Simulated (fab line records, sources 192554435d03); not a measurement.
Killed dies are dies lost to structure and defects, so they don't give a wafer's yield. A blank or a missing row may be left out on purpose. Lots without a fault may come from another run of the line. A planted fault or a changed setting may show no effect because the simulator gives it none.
Which tool did it? | flow n5_finfet | 8 lots, 23 wafers sampled, at 4 steps of a route of 1938

WHAT THE GAUGES READ, wafer by wafer
N5_BEOL_M2_OCD_MEAS_38.
lot  | measured     | on     | trench_depth_nm (nm)
L509 | day 6 20:58  | ocd-02 | 57.2 57.8
L512 | day 7 19:35  | ocd-02 | 56.6 55.5 56.9
L515 | day 8 13:08  | ocd-02 | 56.1 56.5 56.4
L522 | day 10 08:37 | ocd-02 | 55.1 56.2 55.9
L523 | day 10 11:25 | ocd-02 | 27.0 27.8 27.8
L526 | day 11 04:29 | ocd-02 | 54.3 55.5 54.0
L529 | day 11 18:25 | ocd-02 | 56.6 53.9 57.0
L531 | day 12 03:46 | ocd-02 | 53.6 56.0 53.3

WHICH TOOL RAN EACH LOT (tool, then ch and the chambers of the sampled wafers, then the start)
lot  | N5_BEOL_M2_ETCH_77                 | N5_BEOL_M2_TRENCH_ETCH_37          | N5_BEOL_M2_STRIP_97
L509 | rie_diel-04 ch 2, day 6 20:10      | rie_diel-04 ch 0,2, day 6 20:49    | rie_diel-04 ch 0,2, day 6 20:58 or earlier
L512 | rie_diel-04 ch 0,1,3, day 7 14:23  | rie_diel-01 ch 1,3, day 7 19:26    | rie_diel-01 ch 1,3, day 7 19:35 or earlier
L515 | rie_diel-03 ch 2,3, day 8 11:10    | rie_diel-01 ch 0,2, day 8 12:59    | rie_diel-01 ch 0,2, day 8 13:08 or earlier
L522 | rie_diel-04 ch 0,2, day 10 00:17   | rie_diel-01 ch 0,2, day 10 08:28   | rie_diel-01 ch 0,2, day 10 08:37 or earlier
L523 | rie_diel-01 ch 0,3, day 10 10:44   | rie_diel-01 ch 2,3, day 10 11:16   | rie_diel-01 ch 2,3, day 10 11:25 or earlier
L526 | rie_diel-04 ch 0,2, day 10 21:52   | rie_diel-03 ch 0,2, day 11 04:19   | rie_diel-03 ch 0,2, day 11 04:29 or earlier
L529 | rie_diel-03 ch 0,1,2, day 11 13:04 | rie_diel-04 ch 1,2,3, day 11 18:16 | rie_diel-04 ch 1,2,3, day 11 18:25 or earlier
L531 | rie_diel-03 ch 0,3, day 12 00:10   | rie_diel-04 ch 1,3, day 12 03:37   | rie_diel-04 ch 1,3, day 12 03:46 or earlier
- N5_BEOL_M2_ETCH_77: etches underlayer in N2/H2, target depth 6.5 nm, time 5.2 s.
- N5_BEOL_M2_TRENCH_ETCH_37: etches SiOC in C4F6/O2, target depth 55.555 nm, time 29.2 s.
- N5_BEOL_M2_STRIP_97: strips in N2/H2, time 10 s.

THE ANSWER, worked out from the rows above alone
Rule: what is usual is taken from the lots themselves. Put in order of their means at a reading, lots are off if they are a third of the lots or fewer, leave a main group of 4 or more, and stand apart from it by a gap of 3 or more times the standard deviation of the main group's means; of several such gaps the widest counts. A main group whose means are all the same, to the digits that the tables above print for the reading, isn't used. A lot without any number at a reading at which 4 lots or more have one is off too. The other lots that the step has rows for count as sound.
Off: L523, at N5_BEOL_M2_OCD_MEAS_38 (trench_depth_nm). The main group: mean 55.8 nm, standard deviation 1.
A tool fits if, at a process step before that reading, it ran every lot that is off, and no sound lot after the first of them. The gauges at N5_BEOL_M2_OCD_MEAS_38 are tried like those tools. N5_BEOL_M2_STRIP_97 gives no start for some lots, so the hours and the order of its lots are those of N5_BEOL_M2_OCD_MEAS_38. One fits: rie_diel-01 at N5_BEOL_M2_ETCH_77 and N5_BEOL_M2_TRENCH_ETCH_37 and N5_BEOL_M2_STRIP_97. It ran no sound lot before its first lot that is off in this sample, so the start can't be narrowed down.

WHAT THE SIMULATOR HAD PUT IN
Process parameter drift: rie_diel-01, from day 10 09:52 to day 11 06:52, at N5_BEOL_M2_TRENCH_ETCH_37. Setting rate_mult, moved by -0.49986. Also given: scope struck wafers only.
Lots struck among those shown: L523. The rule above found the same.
